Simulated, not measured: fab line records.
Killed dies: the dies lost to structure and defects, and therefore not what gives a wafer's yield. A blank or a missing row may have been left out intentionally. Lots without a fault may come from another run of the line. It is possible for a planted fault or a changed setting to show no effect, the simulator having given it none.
Struck lot and sound lot, side by side | flow n5Finfet | 34 out of 1938 route steps
Sound: these wafers, L456.2, L456.5, L456.6. Struck: wafers L463.4, L463.5, L463.6. The cause comes at the end.
Order at every step that has rows: each side's tool, ch and its chambers, its first start. Under that, the readings that differ: sound wafers | struck wafers | difference of the means | sigmas: that difference in standard deviations of wafers without a fault.
alike: words and numbers the same on both sides, and readings whose means are apart by under 2 such deviations; not compared: readings that were withheld, readings missing a value for some wafer, numbers with overlapping values and no deviation given by the record, and bounds like >300 which may hide the same value.
A row with sigmas, a row that says differs or no value, or rows on one side alone: a step with any of these is where the two part. When numbers do not overlap yet have no deviation, they are printed without sigmas and do not part them. A reading that every wafer of one side lacks parts them only if that side has two wafers or more.

first, 9 steps without rows for these wafers: N5_BEOL_M10_EBR_24; N5_BEOL_M10_SOFTBAKE_23 (time 60 s); N5_BEOL_M10_EXPOSE_25 (exposes mask V9); N5_BEOL_M10_PEB_26 (peb time 60 s); N5_BEOL_M10_DEVELOP_27 (develop time 30 s); N5_BEOL_M10_DESCUM_33 (chemistry O2, time 7.9 s); N5_BEOL_M10_ETCH_65 (etches SiARC in CF4, target depth 39 nm, time 65 s); N5_BEOL_M10_ETCH_66 (etches SOC in N2/H2, target depth 120 nm, overetch 24 nm, time 180 s); N5_BEOL_M10_STRIP_69 (strips in N2/H2).
N5_BEOL_M10_VIA_ETCH_34: etches SiCOH lowk in C4F6/O2, target depth 184.5 nm, time 69.2 s.
  sound on rieDiel-02 ch 0,1,2, day 11 23:56; struck on rieDiel-02 ch 0,3, day 13 21:59
reading             | sound          | struck         | difference | sigmas
oesProductAu (a.u.) | 0.69 0.73 0.67 | 0.93 0.86 0.94 | +0.21      | +2
  alike: drypumpMotorCurrentA, rfVppV, showerheadPlenumPTorr, throttleValvePct
  not compared: rfHoursCounterH
then, 23 steps without rows for these wafers: N5_BEOL_M10_STRIP_73 (strips in C4F6/O2); N5_BEOL_M10_STRIP_36 (strips in N2/H2); N5_BEOL_M10_TRENCH_ETCH_37 (etches SiCOH lowk in C4F6/O2, target depth 148.83 nm, time 48 s); N5_BEOL_M10_ETCH_41 (etches SiCN in CH3F/O2, target depth 42.6 nm, time 86 s); N5_BEOL_M10_STRIP_77 (strips in N2/H2, time 10 s); N5_BEOL_M10_HM_STRIP_39 (strips TiN in peroxide tin strip, target depth 25 nm, time 158 s); N5_BEOL_M10_SRD_40 (time 30 s); N5_BEOL_M10_PRECLEAN_42 (cleans in residue remover, time 60 s); N5_BEOL_M10_SRD_43 (time 30 s); N5_BEOL_M10_CURE_72 (cures SiCOH lowk, time 120 s); N5_BEOL_M10_DEGAS_44 (time 60 s); N5_BEOL_M10_PRE_CLEAN_45 (time 30 s); N5_BEOL_M10_ALD_74 (deposits TaN, target thk 2 nm, pulse time 2 s, purge time 3 s); N5_BEOL_M10_SURFACE_TREAT_76; N5_BEOL_M10_CVD_75 (deposits Co from CCTBA/H2, target thk 2 nm, time 138.9 s); N5_BEOL_M10_SPUTTER_48 (material Cu, target thk 12 nm, time 2 s); N5_BEOL_M10_ECD_50 (material Cu, target thk 318 nm); N5_BEOL_M10_ANNEAL_51 (time 90 s); N5_BEOL_M10_CMP_52 (polishes, stops on SiCOH lowk, t overpolish 7 s, target thk 140 nm); N5_BEOL_M10_PRE_CLEAN_55 (time 15 s); N5_BEOL_M10_DEP_56 (deposits SiCN from 3MS/NH3, target thk 15 nm, time 26.5 s); N5_BEOL_M11_ILD_DEP_00 (deposits SiCOH lowk from DEMS/porogen, target thk 308.51 nm, time 58 s); N5_BEOL_M11_CURE_71 (cures SiCOH lowk, time 240 s).
-- here the record skips 2 days between the struck wafers' starts before and after, leaving off in module BEOL_M11 and picking up in module PASSIVATION (first step shown: number 1936 of the route) --
N5_PASSIVATION_PROBE_49:
  struck on prober-01, day 16 05:46; sound on prober-01, day 13 23:59
reading                 | sound          | struck         | difference | sigmas
defectLimitedYield (%)  | 93.5 91.1 89.2 | 83.0 82.0 82.5 | -8.8       | -6
killed_at_M4_up         | 12 9 16        | 126 117 117    | +108       | +20
killedDies              | 77 105 128     | 201 212 206    | +103       | +6
killedOnRim             | 8 10 18        | 30 29 37       | +20        | +5
sort_bin_5_function (%) | 3.6 4.5 6.1    | 10.6 9.8 10.4  | +5.5       | +6
sortNPass               | 1103 1075 1052 | 979 968 974    | -103       | -6
  alike: killed_at_M0_to_M3, killedAtContacts, killedAtFrontEnd, killedAtOther, killedOpen, killedShort, sort_bin_4_leakage, sort_bin_6_memory, sort_bin_8_speed

WHERE THEY PART
First at N5_BEOL_M10_VIA_ETCH_34; last, within this record, at N5_PASSIVATION_PROBE_49.

WHY: the cause the simulator had injected
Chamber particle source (rieDiel-02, N5_BEOL_M10_VIA_ETCH_34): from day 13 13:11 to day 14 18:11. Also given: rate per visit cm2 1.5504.
